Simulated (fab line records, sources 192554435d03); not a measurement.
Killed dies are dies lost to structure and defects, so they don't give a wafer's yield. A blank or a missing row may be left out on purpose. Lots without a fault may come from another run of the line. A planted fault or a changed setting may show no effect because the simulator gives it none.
Chamber matching | flow n5_finfet | N5_BEOL_M12_DESCUM_15 on rie_diel-02: 4 sister chambers
The step chemistry O2, time 7.9 s. 8 wafers are shown with their chamber, then 10 later ones without.

WAFERS WITH THEIR CHAMBER
wafer  | chamber | drypump_motor_current_A (A) | throttle_valve_pct (%)
L079.5 | 2       | 5.4                         | 20.38
L081.1 | 3       | 6.5                         | 20.08
L082.1 | 2       | 5.4                         | 20.39
L086.1 | 0       | 5.6                         | 20.59
L086.5 | 0       | 5.6                         | 20.59
L086.6 | 1       | 5.4                         | 20.14
L090.1 | 3       | 6.6                         | 19.70
L090.3 | 1       | 5.4                         | 20.15

WAFERS WITHOUT THEIR CHAMBER
wafer  | drypump_motor_current_A (A) | throttle_valve_pct (%)
L090.4 | 5.6                         | 20.60
L088.1 | 5.6                         | 20.60
L088.3 | 6.5                         | 19.72
L088.5 | 6.6                         | 19.72
L092.1 | 5.4                         | 20.17
L092.2 | 5.4                         | 20.44
L092.3 | 6.6                         | 19.72
L096.2 | 6.5                         | 19.74
L096.3 | 5.4                         | 20.21
L096.6 | 6.6                         | 19.72

WHICH CHAMBER EACH WENT THROUGH
wafer  | from the rows above     | in truth
L090.4 | 0                       | 0
L088.1 | 0                       | 0
L088.3 | 3                       | 3
L088.5 | 3                       | 3
L092.1 | can't be placed: 1 or 2 | 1
L092.2 | can't be placed: 2 or 1 | 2
L092.3 | 3                       | 3
L096.2 | 3                       | 3
L096.3 | can't be placed: 1 or 2 | 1
L096.6 | 3                       | 3
Placed correctly: 7 of 10. Can't be placed from these rows: 3 (the true chamber is among the candidates in 3). Placed wrongly: 0.
How it was worked out, from the rows above alone: a wafer's distance from a chamber is the root of the sum, over the readings, of the square of ((its reading less the chamber's mean) divided by the reading's scatter). The wafer belongs to the nearest chamber; if the next one is less than 2 further off, it can't be placed. A chamber's mean is the mean of its shown wafers. The scatter: the root of (the sum of the squares of (reading less its chamber's mean) over the shown wafers, divided by (wafers less chambers)).
